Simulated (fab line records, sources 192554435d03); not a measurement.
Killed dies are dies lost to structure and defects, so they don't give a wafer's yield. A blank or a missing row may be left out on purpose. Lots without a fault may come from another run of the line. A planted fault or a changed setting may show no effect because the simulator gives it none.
Chamber matching | flow n5_finfet | N5_BEOL_M10_ETCH_65 on rie_diel-05: 4 sister chambers
The step etches SiARC in CF4, target depth 39 nm, time 65 s. 4 wafers are shown with their chamber, then 9 later ones without.

WAFERS WITH THEIR CHAMBER
wafer  | chamber | drypump_motor_current_A (A)
L081.3 | 3       | 5.1
L093.1 | 0       | 5.3
L093.3 | 1       | 6.6
L093.4 | 2       | 5.5

WAFERS WITHOUT THEIR CHAMBER
wafer  | drypump_motor_current_A (A)
L095.2 | 5.1
L095.4 | 6.6
L095.5 | 5.4
L096.1 | 5.3
L096.4 | 5.3
L096.5 | 6.6
L094.1 | 6.6
L094.3 | 5.4
L094.6 | 5.4

WHICH CHAMBER EACH WENT THROUGH
wafer  | from the rows above     | in truth
L095.2 | 3                       | 3
L095.4 | 1                       | 1
L095.5 | can't be placed: 2 or 0 | 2
L096.1 | 0                       | 0
L096.4 | 0                       | 0
L096.5 | 1                       | 1
L094.1 | 1                       | 1
L094.3 | can't be placed: 2 or 0 | 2
L094.6 | can't be placed: 2 or 0 | 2
Placed correctly: 6 of 9. Can't be placed from these rows: 3 (the true chamber is among the candidates in 3). Placed wrongly: 0.
How it was worked out, from the rows above alone: a wafer's distance from a chamber is the root of the sum, over the readings, of the square of ((its reading less the chamber's mean) divided by the reading's scatter). The wafer belongs to the nearest chamber; if the next one is less than 2 further off, it can't be placed. A chamber's mean is the mean of its shown wafers. The scatter: with one shown wafer a chamber, the root of the mean of the squares of how far each hidden wafer lies from its nearest shown one.
